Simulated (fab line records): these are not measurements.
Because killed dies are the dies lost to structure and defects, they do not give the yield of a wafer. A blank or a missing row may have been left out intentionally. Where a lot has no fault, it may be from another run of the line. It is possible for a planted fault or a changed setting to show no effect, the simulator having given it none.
Chamber matching / flow n5-finfet / N5_STI_FIN_REVEAL_ALD_14 on ald-sin-02 has 4 sister chambers
The step deposits Si3N4, target thk 3 nm. 22 wafers are shown with their chamber, then 11 later ones without.

WAFERS PAIRED WITH THEIR CHAMBERS
wafer=L076.2; chamber=3; heater-power-w (W)=740
wafer=L076.5; chamber=3; heater-power-w (W)=747
wafer=L076.6; chamber=0; heater-power-w (W)=972
wafer=L082.2; chamber=1; heater-power-w (W)=714
wafer=L082.3; chamber=3; heater-power-w (W)=743
wafer=L082.6; chamber=3; heater-power-w (W)=734
wafer=L085.1; chamber=0; heater-power-w (W)=967
wafer=L085.4; chamber=0; heater-power-w (W)=979
wafer=L085.5; chamber=1; heater-power-w (W)=692
wafer=L086.2; chamber=1; heater-power-w (W)=712
wafer=L086.3; chamber=3; heater-power-w (W)=733
wafer=L086.4; chamber=0; heater-power-w (W)=950
wafer=L087.4; chamber=2; heater-power-w (W)=738
wafer=L087.5; chamber=2; heater-power-w (W)=724
wafer=L087.6; chamber=1; heater-power-w (W)=698
wafer=L090.1; chamber=3; heater-power-w (W)=760
wafer=L090.2; chamber=2; heater-power-w (W)=746
wafer=L090.3; chamber=1; heater-power-w (W)=716
wafer=L090.4; chamber=0; heater-power-w (W)=945
wafer=L090.5; chamber=3; heater-power-w (W)=757
wafer=L090.6; chamber=0; heater-power-w (W)=969
wafer=L092.1; chamber=0; heater-power-w (W)=934

SIGNATURES (means of the wafers above)
reading=heater-power-w; chamber 0=959.43; chamber 1=706.40; chamber 2=736.00; chamber 3=744.86; scatter within a chamber=12.9
Rule: distance of a wafer from a chamber = root of the sum over the readings of ((wafer's reading minus chamber's mean) / reading's scatter) squared. If the next closest chamber is less than 2 further off than the closest, the wafer can't be placed; otherwise it belongs to the closest. How the scatter is found: for the shown wafers, subtract from each reading the mean of its chamber, square and add these, divide the total by (wafers less chambers), then take the root.

WAFERS MISSING THEIR CHAMBER
wafer=L092.2; heater-power-w (W)=731
wafer=L092.4; heater-power-w (W)=757
wafer=L093.1; heater-power-w (W)=709
wafer=L093.3; heater-power-w (W)=752
wafer=L093.4; heater-power-w (W)=738
wafer=L095.2; heater-power-w (W)=943
wafer=L095.3; heater-power-w (W)=756
wafer=L095.5; heater-power-w (W)=743
wafer=L097.3; heater-power-w (W)=974
wafer=L097.4; heater-power-w (W)=755
wafer=L097.6; heater-power-w (W)=982

WHICH CHAMBER EACH WENT THROUGH
wafer=L092.2; from the rows above=can't be placed: 2 or 3 or 1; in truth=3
wafer=L092.4; from the rows above=can't be placed: 3 or 2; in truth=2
wafer=L093.1; from the rows above=can't be placed: 1 or 2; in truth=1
wafer=L093.3; from the rows above=can't be placed: 3 or 2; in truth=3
wafer=L093.4; from the rows above=can't be placed: 2 or 3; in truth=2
wafer=L095.2; from the rows above=0; in truth=0
wafer=L095.3; from the rows above=can't be placed: 3 or 2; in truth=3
wafer=L095.5; from the rows above=can't be placed: 3 or 2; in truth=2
wafer=L097.3; from the rows above=0; in truth=0
wafer=L097.4; from the rows above=can't be placed: 3 or 2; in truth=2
wafer=L097.6; from the rows above=0; in truth=0
Placed correctly: 3 of 11. These rows do not allow placing 8 (true chamber among the candidates in 8). 0 placed wrongly.
